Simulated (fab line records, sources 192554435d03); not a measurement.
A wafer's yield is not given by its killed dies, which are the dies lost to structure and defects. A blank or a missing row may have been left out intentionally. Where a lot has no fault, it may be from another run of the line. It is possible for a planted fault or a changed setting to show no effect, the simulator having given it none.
A struck lot beside a sound one -- flow n5 finfet -- 37 out of 1938 route steps
Sound: these wafers, L705.3, L705.4, L705.6. Struck: wafers L715.2, L715.3, L715.4. At the end, the cause is stated.
Per side, at each step with rows, come the tool, then ch with its chambers, and then its first start. Under that, the readings that differ: sound wafers -- struck wafers -- difference of the means -- sigmas: that difference in standard deviations of wafers without a fault.
alike: readings with means less than 2 such deviations apart, plus words and numbers identical on both sides. not compared: withheld readings, readings lacking a value on some wafer, bounds such as >300 that could conceal the same value, and numbers that have no deviation in the record and whose values overlap.
A row with sigmas, a row that says differs or no value, or rows on one side alone: a step with any of these is where the two part. Numbers that have no deviation but don't overlap get no sigmas and don't part them. Lack of a reading on every wafer of one side parts them only where that side has two or more wafers.

first, 10 steps without rows for these wafers: N5_BEOL_M1_ETCH_41 (etches SiCN in CH3F/O2, target depth 31.9 nm, time 57.8 s); N5_BEOL_M1_STRIP_97 (strips in N2/H2, time 10 s); N5_BEOL_M1_HM_STRIP_39 (strips TiN in peroxide tin strip, target depth 25 nm, time 158 s); N5_BEOL_M1_SRD_40 (time 30 s); N5_BEOL_M1_PRECLEAN_42 (cleans in residue remover, time 60 s); N5_BEOL_M1_SRD_43 (time 30 s); N5_BEOL_M1_DEGAS_44 (time 60 s); N5_BEOL_M1_PRE_CLEAN_45 (time 30 s); N5_BEOL_M1_ALD_84 (deposits TaN, pulse time 2 s, purge time 3 s, co reactant purge time 2 s); N5_BEOL_M1_SURFACE_TREAT_85.
N5_BEOL_M1_CVD_47: deposits Co from CCTBA/H2, target thk 3 nm, time 223.8 s.
  sound on cvd co-01 ch 0,1,2, day 8 11:32; struck on cvd co-02 ch 1,2, day 10 22:37
then, 25 steps without rows for these wafers: N5_BEOL_M1_SPUTTER_48 (material Cu, target thk 4.5 nm, time 8.29 s); N5_BEOL_M1_ANNEAL_49 (time 240 s); N5_BEOL_M1_SPUTTER_79 (material Cu, target thk 4.5 nm, time 8.29 s); N5_BEOL_M1_ANNEAL_80 (time 240 s); N5_BEOL_M1_SPUTTER_81 (material Cu, target thk 4.5 nm, time 8.29 s); N5_BEOL_M1_ANNEAL_82 (time 240 s); N5_BEOL_M1_SPUTTER_86 (material Cu, target thk 4.5 nm, time 8.29 s); N5_BEOL_M1_ANNEAL_87 (time 240 s); N5_BEOL_M1_SPUTTER_88 (material Cu, target thk 4.5 nm, time 8.29 s); N5_BEOL_M1_ANNEAL_89 (time 240 s); N5_BEOL_M1_SPUTTER_90 (material Cu, target thk 4.5 nm, time 8.29 s); N5_BEOL_M1_ANNEAL_91 (time 240 s); N5_BEOL_M1_SPUTTER_92 (material Cu, target thk 4.5 nm, time 8.29 s); N5_BEOL_M1_ANNEAL_93 (time 240 s); N5_BEOL_M1_SPUTTER_94 (material Cu, target thk 4.5 nm, time 8.29 s); N5_BEOL_M1_ANNEAL_95 (time 240 s); N5_BEOL_M1_SPUTTER_96 (material Cu, target thk 4.5 nm, time 8.29 s); N5_BEOL_M1_ECD_50 (material Cu, target thk 300 nm); N5_BEOL_M1_ANNEAL_51 (time 90 s); N5_BEOL_M1_CMP_52 (polishes, stops on SiOC, t overpolish 6.8 s, target thk 40 nm); N5_BEOL_M1_PRE_CLEAN_60 (time 15 s); N5_BEOL_M1_CO_CAP_55 (material Co, precursor CCTBA/H2, target thk 2 nm, time 102.1 s); N5_BEOL_M1_PRE_CLEAN_56 (time 15 s); N5_BEOL_M1_DEP_57 (deposits SiCN from 3MS/NH3, target thk 8 nm, time 14 s); N5_BEOL_M2_ILD_DEP_00 (deposits SiOC from DEMS/O2, target thk 79 nm, time 15.3 s).
-- record jumps: 6 days separate the struck wafers' starts on either side; left off in module BEOL_M2, taken up again in module PASSIVATION, whose first shown step is the route's number 1936 --
N5_PASSIVATION_PROBE_49:
  sound on prober-01 at day 13 23:08; struck on prober-01 at day 16 20:55
reading,sound,struck,difference,sigmas
defect limited yield (%),91.1 92.2 91.8,87.9 80.3 80.1,-8.9,-6
killed_at_M0_to_M3,33 23 33,100 167 172,+117,+11
killed dies,105 92 97,143 233 235,+106,+6
sort_bin_5_function (%),5.6 4.5 4.2,7.4 13.1 12.6,+6.3,+6
sort n pass,1075 1088 1083,1037 947 945,-106,-5
sort yield pct (%),91.1 92.2 91.8,87.9 80.3 80.1,-8.9,-5
  alike: killed_at_M4_up, killed at contacts, killed at front end, killed at other, killed on rim, killed open, killed short, sort_bin_6_memory, sort_bin_8_speed

== WHERE THEY PART ==
At N5_PASSIVATION_PROBE_49 and nowhere else, as far as this record goes.

WHY: whatever the simulator had introduced
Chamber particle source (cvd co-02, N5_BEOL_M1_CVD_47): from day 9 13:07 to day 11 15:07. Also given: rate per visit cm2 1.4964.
